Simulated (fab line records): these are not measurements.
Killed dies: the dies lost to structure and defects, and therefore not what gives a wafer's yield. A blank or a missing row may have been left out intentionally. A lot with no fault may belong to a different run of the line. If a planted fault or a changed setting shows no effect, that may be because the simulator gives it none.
A lot that was struck, set against a sound lot    flow n5-finfet    16 out of 1938 route steps
Sound: the wafers L382.1, L382.2, L382.5. Struck: wafers L393.4, L393.5 (left out: L393.1, a lot-mate that was not struck); the cause follows at the end.
At each step with rows: each side's tool, then ch and its chambers, then its first start. Under that, the readings that differ: sound wafers    struck wafers    difference of the means    sigmas: that difference in standard deviations of wafers without a fault.
alike: same words and numbers on both sides, and readings whose means sit less than 2 such deviations apart. not compared: any withheld reading, any reading some wafer has no value for, any bound like >300 that may hide the same value, and any number with overlapping values for which the record gives no deviation.
A row with sigmas, a row that says differs or no value, or rows on one side alone: a step with any of these is where the two part. Numbers that don't overlap but have no deviation are shown without sigmas and don't part them. Lack of a reading on every wafer of one side parts them only where that side has two or more wafers.

N5_DUMMY_GATE_ETCH_42: etches SiO2 in CHF3/O2, target depth 3.5 nm, time 31 s.
  sound on rie-diel-03 ch 1,3, day 3 10:28; struck on rie-diel-03 ch 2, day 6 09:34
reading                          sound           struck     difference  sigmas
oes_f_703_au (a.u.)              0.79 0.78 0.79  1.00 0.99  +0.21       +2
oes-product-au (a.u.)            0.78 0.77 0.78  0.99 1.00  +0.22       +2
showerhead-plenum-p-Torr (Torr)  2.52 2.52 2.52  2.37 2.37  -0.15       -2
  alike: drypump-motor-current-A, rf-vpp-V, throttle-valve-pct
  not compared: rf-hours-counter-h
N5_DUMMY_GATE_STRIP_48: strips in N2/H2, time 20 s.
  sound on rie-diel-03 ch 1,3, day 3 10:31; struck on rie-diel-03 ch 2, day 6 09:37
reading                          sound           struck     difference  sigmas
oes-product-au (a.u.)            0.79 0.78 0.80  0.98 0.99  +0.19       +2
showerhead-plenum-p-Torr (Torr)  3.51 3.53 3.52  3.31 3.31  -0.21       -3
  alike: drypump-motor-current-A, rf-vpp-V, temp-c, throttle-valve-pct
  not compared: rf-hours-counter-h
then, 5 steps without rows for these wafers: N5_DUMMY_GATE_PRECLEAN_33 (cleans in dHF, time 10 s); N5_DUMMY_GATE_PRECLEAN_25 (cleans in O3/DIW, time 45 s); N5_DUMMY_GATE_PRECLEAN_51 (cleans in SC2, time 45 s); N5_DUMMY_GATE_SRD_26 (time 30 s); N5_DUMMY_GATE_UV_OZONE_45 (time 120 s).
N5_DUMMY_GATE_INSPECT_27: inspects for defects (brightfield).
  sound: defect-inspect-02 at day 3 10:42; struck: defect-inspect-01 at day 6 09:47
  alike: raw-defect-count
N5_SPACER0_ALD_07: deposits SiNx, target thk 2 nm.
  sound on ald-sin-04 ch 0,2, day 3 10:44; struck on ald-sin-03 ch 2,3, day 6 09:50
  alike: heater-power-w
N5_SPACER0_ALD_00: deposits SiOCN, target thk 3.5 nm, pulse time 3 s, purge time 2 s.
  sound on ald-sin-04 ch 0,2, day 3 10:53; struck on ald-sin-03 ch 2,3, day 6 09:59
  alike: heater-power-w, precursor-pulse-height-rel
N5_SPACER0_ALD_08: deposits SiNx, target thk 2 nm.
  sound on ald-sin-04 ch 0,2, day 3 11:09; struck on ald-sin-03 ch 2,3, day 6 10:14
  alike: heater-power-w
N5_SPACER0_INSPECT_04: inspects for defects (darkfield).
  sound: defect-inspect-02 at day 3 11:19; struck: defect-inspect-02 at day 6 10:24
  alike: raw-defect-count
N5_SD_EPI_N_COAT_32: time 60 s, resist thk 350 nm.
  sound on litho-track-05 ch 0, day 3 11:20; struck on litho-track-05 ch 0, day 6 10:26
reading                   sound              struck       difference  sigmas
heater-power-total-W (W)  502.8 498.4 503.2  598.9 597.5  +96.7       +54
run-length-s (s)          66.34 66.32 66.43  51.55 51.51  -14.83      -99
then, 1 step without rows for these wafers: N5_SD_EPI_N_COAT_33 (time 60 s, resist thk 35 nm).
-- record jumps: 5 days separate the struck wafers' starts on either side; left off in module SD_EPI_N, taken up again in module BEOL_M4, whose first shown step is the route's number 1111 --
N5_BEOL_M4_RC_MEAS_101:
  sound on prober-01 ch 0, day 8 15:10; struck on prober-01 ch 0, day 11 06:27
reading         sound              struck       difference  sigmas
IOFF_P (nA/um)  0.181 0.206 0.169  0.304 0.271  +0.102      +4
ION_N (uA/um)   667 674 661        691 680      +18         +2
ION_P (uA/um)   453 459 455        483 476      +24         +4
VT_P (mV)       -253 -252 -255     -241 -244    +11         +4
  alike: DIBL_N, DIBL_P, IOFF_N, SS_N, SS_P, VT_N
after that, 1 step had no rows for these wafers: N5_PASSIVATION_PROBE_49.

## WHERE THEY PART
Last at N5_BEOL_M4_RC_MEAS_101 as far as this record goes, first at N5_DUMMY_GATE_ETCH_42.

WHY: what the simulator had put in
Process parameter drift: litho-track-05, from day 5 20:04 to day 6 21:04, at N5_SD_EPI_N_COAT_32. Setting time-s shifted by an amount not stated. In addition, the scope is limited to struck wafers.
